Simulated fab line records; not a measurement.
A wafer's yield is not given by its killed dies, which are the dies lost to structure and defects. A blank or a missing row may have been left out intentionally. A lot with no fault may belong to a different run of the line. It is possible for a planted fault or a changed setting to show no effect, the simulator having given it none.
One fault through the eyes of 2 desks || flow n5 finfet || only its own numbers are on each desk; what lay behind them is given at the end

## THE TOOL OWNER'S DESK: cvd co-01
The tool's own readings at N5_BEOL_M0_CVD_115 (deposits Co from CCTBA/H2, time 120 s): means of the sampled wafers that have a number, for each lot that ran on this tool. A lot is out of limits, marked OUT, if its mean lies more than 4 standard deviations from the usual mean; the brackets give that distance.
Columns: A = run length s at N5_BEOL_M0_CVD_115, usual 143.0 s
{"lot": "L180", "first seen here": "day 5 20:24", "A": 143.0}
{"lot": "L182", "first seen here": "day 6 13:56", "A": 142.6}
{"lot": "L183", "first seen here": "day 6 17:02", "A": 142.9}
{"lot": "L186", "first seen here": "day 7 16:06", "A": 143.0}
{"lot": "L185", "first seen here": "day 7 16:33", "A": 142.9}
{"lot": "L199", "first seen here": "day 11 03:11", "A": "107.8 (-82) OUT"}
{"lot": "L201", "first seen here": "day 11 06:38", "A": "72.5 (-99 or more) OUT"}
This desk finds L199, L201 out of limits, L199 being first, at day 11 03:11 (run length s at N5_BEOL_M0_CVD_115). L180, L182, L183, L186, L185 stayed within limits.

## FROM THE METROLOGY DESK
What the gauges read, lot by lot, whatever tool the lot ran on: means of the sampled wafers that have a number. A lot is out of limits, marked OUT, if its mean lies more than 4 standard deviations from the usual mean; the brackets give that distance. Only the readings that lie furthest out on some lot appear, 7 of the 10 it has.
Columns: A = DIBL_N at N5_BEOL_M4_RC_MEAS_101, usual 36.0 mV/V; B = IOFF_N at N5_BEOL_M4_RC_MEAS_101, usual 0.160 nA/um; C = IOFF_P at N5_BEOL_M4_RC_MEAS_101, usual 0.21 nA/um; D = ION_P at N5_BEOL_M4_RC_MEAS_101, usual 464 uA/um; E = SS_N at N5_BEOL_M4_RC_MEAS_101, usual 71.5 mV/dec; F = VT_N at N5_BEOL_M4_RC_MEAS_101, usual 250 mV; G = VT_P at N5_BEOL_M4_RC_MEAS_101, usual -249 mV
{"lot": "L180", "first seen here": "day 7 20:04", "A": 36.5, "B": 0.144, "C": 0.19, "D": 453, "E": 71.7, "F": 251, "G": -253}
{"lot": "L181", "first seen here": "day 8 01:37", "A": 36.8, "B": 0.161, "C": 0.22, "D": 460, "E": 71.4, "F": 251, "G": -249}
{"lot": "L182", "first seen here": "day 8 07:10", "A": 34.9, "B": 0.140, "C": 0.18, "D": 460, "E": 71.4, "F": 252, "G": -252}
{"lot": "L183", "first seen here": "day 8 18:49", "A": 34.8, "B": 0.127, "C": 0.16, "D": 452, "E": 71.9, "F": 254, "G": -258}
{"lot": "L184", "first seen here": "day 8 23:21", "A": 33.9, "B": 0.146, "C": 0.20, "D": 464, "E": 70.9, "F": 250, "G": -250}
{"lot": "L186", "first seen here": "day 9 12:30", "A": 35.8, "B": 0.166, "C": 0.21, "D": 454, "E": 71.4, "F": 250, "G": -252}
{"lot": "L185", "first seen here": "day 9 12:39", "A": 37.4, "B": 0.157, "C": 0.23, "D": 467, "E": 71.5, "F": 251, "G": -248}
{"lot": "L187", "first seen here": "day 9 17:04", "A": 37.2, "B": 0.161, "C": 0.24, "D": 465, "E": 71.9, "F": 249, "G": -244}
{"lot": "L188", "first seen here": "day 10 03:58", "A": 35.2, "B": 0.147, "C": 0.19, "D": 456, "E": 71.2, "F": 253, "G": -251}
{"lot": "L189", "first seen here": "day 10 04:10", "A": 37.3, "B": 0.176, "C": 0.23, "D": 468, "E": 72.0, "F": 246, "G": -250}
{"lot": "L190", "first seen here": "day 10 18:43", "A": 37.0, "B": 0.173, "C": 0.24, "D": 460, "E": 72.3, "F": 248, "G": -246}
{"lot": "L201", "first seen here": "day 13 06:37", "A": 32.3, "B": 0.119, "C": 0.20, "D": 464, "E": 70.9, "F": 255, "G": -248}
{"lot": "L199", "first seen here": "day 13 09:56", "A": 35.5, "B": 0.150, "C": 0.18, "D": 466, "E": 71.2, "F": 248, "G": -251}
{"lot": "L202", "first seen here": "day 13 15:26", "A": 35.6, "B": 0.149, "C": 0.22, "D": 462, "E": 71.4, "F": 251, "G": -248}
This desk's verdict: no lot among the 14 shows anything out of limits.

## PUT TOGETHER
An alarm could have come from the tool owner's desk at day 11 03:11, on L199, L201.
From the metrology desk's view, nothing was out of limits.
The metrology desk holds a record of L199, L201, inside its limits.
All the named lots went through N5_BEOL_M0_CVD_115 on cvd co-01.

## WHAT HAD BEEN PUT IN BY THE SIMULATOR
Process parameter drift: cvd co-01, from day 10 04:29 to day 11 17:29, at N5_BEOL_M0_CVD_115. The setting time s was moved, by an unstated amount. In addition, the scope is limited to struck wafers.
Struck lots among those shown: L199, L201.
Hours from the fault's start to each desk's first reading out of limits: the tool owner's desk, 23.
